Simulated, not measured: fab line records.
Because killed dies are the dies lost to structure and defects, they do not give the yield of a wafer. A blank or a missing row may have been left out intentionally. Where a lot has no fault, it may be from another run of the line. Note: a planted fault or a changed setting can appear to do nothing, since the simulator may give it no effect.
Which tool was responsible?	flow n5 finfet	Sampling: 10 lots, 30 wafers, 4 of 1938 route steps

== WHAT THE GAUGES SHOWED, per wafer ==
N5_BEOL_M15_INSPECT_12: inspects for defects (macro).
lot	measured	on	raw defect count
L927	day 13 08:03	defect inspect-01	0 3 1
L926	day 13 11:23	defect inspect-01	0 0 1
L928	day 13 13:22	defect inspect-02	3 1 0
L929	day 14 05:51	defect inspect-01	3 0 4
L932	day 14 16:23	defect inspect-01	1 1 2
L931	day 14 19:27	defect inspect-01	1 3 2
L933	day 14 19:52	defect inspect-01	3 1 6
L936	day 16 02:34	defect inspect-02	8 5 3
L939	day 16 13:12	defect inspect-01	8 1 5
L949	day 19 22:41	defect inspect-01	1 2 0

== EACH LOT AND THE TOOL THAT RAN IT (in order: tool; ch and the chambers of the sampled wafers; start) ==
lot	N5_BEOL_M14_ANNEAL_48	N5_BEOL_M14_CMP_49	N5_BEOL_M15_ILD_DEP_00
L927	rtp anneal-02 ch 0, day 13 06:40	cmp-02 ch 0,2,3, day 13 07:04	pecvd-02 ch 0,1,2, day 13 07:26
L926	rtp anneal-01 ch 0, day 13 09:53	cmp-02 ch 0,1,3, day 13 10:13	pecvd-03 ch 0,1, day 13 10:40
L928	rtp anneal-01 ch 0, day 13 12:01	cmp-03 ch 0,1,2, day 13 12:18	pecvd-02 ch 0,2, day 13 12:45
L929	rtp anneal-01 ch 0, day 14 04:20	cmp-03 ch 0,3, day 14 04:38	pecvd-03 ch 1,2, day 14 05:07
L932	rtp anneal-02 ch 0, day 14 14:52	cmp-03 ch 0,3, day 14 15:10	pecvd-04 ch 0,1,2, day 14 15:39
L931	rtp anneal-01 ch 0, day 14 17:56	cmp-03 ch 0,1,2, day 14 18:16	pecvd-04 ch 0,1,2, day 14 18:43
L933	rtp anneal-02 ch 0, day 14 18:29	cmp-02 ch 1,2,3, day 14 18:46	pecvd-03 ch 0,1,2, day 14 19:15
L936	rtp anneal-01 ch 0, day 16 01:03	cmp-02 ch 0,1,2, day 16 01:23	pecvd-03 ch 0,1,2, day 16 01:50
L939	rtp anneal-02 ch 0, day 16 11:47	cmp-01 ch 0,3, day 16 12:00	pecvd-03 ch 0,2, day 16 12:35
L949	rtp anneal-02 ch 0, day 19 21:16	cmp-02 ch 2,3, day 19 21:34	pecvd-03 ch 0,1,2, day 19 22:04
- N5_BEOL_M14_ANNEAL_48: time 90 s.
- N5_BEOL_M14_CMP_49: polishes, stops on SiO2, t overpolish 5.2 s, target thk 560 nm.
- N5_BEOL_M15_ILD_DEP_00: deposits SiO2 from TEOS/O2, target thk 1629.3 nm, time 346.1 s.

== THE ANSWER, worked out from the rows above alone ==
Rule: the lots themselves supply what counts as usual. Put in order of their means at a reading, lots are off if they are a third of the lots or fewer, leave a main group of 4 or more, and stand apart from it by a gap of 3 or more times the standard deviation of the main group's means; of several such gaps the widest counts. A main group is skipped when, at the precision printed for the reading in the tables above, its means are all equal. A lot without any number at a reading at which 4 lots or more have one is off too. All remaining lots with rows at the step are treated as sound.
No lot is off on any of the readings shown, so nothing can be concluded from this.

== WHAT THE SIMULATOR PUT IN ==
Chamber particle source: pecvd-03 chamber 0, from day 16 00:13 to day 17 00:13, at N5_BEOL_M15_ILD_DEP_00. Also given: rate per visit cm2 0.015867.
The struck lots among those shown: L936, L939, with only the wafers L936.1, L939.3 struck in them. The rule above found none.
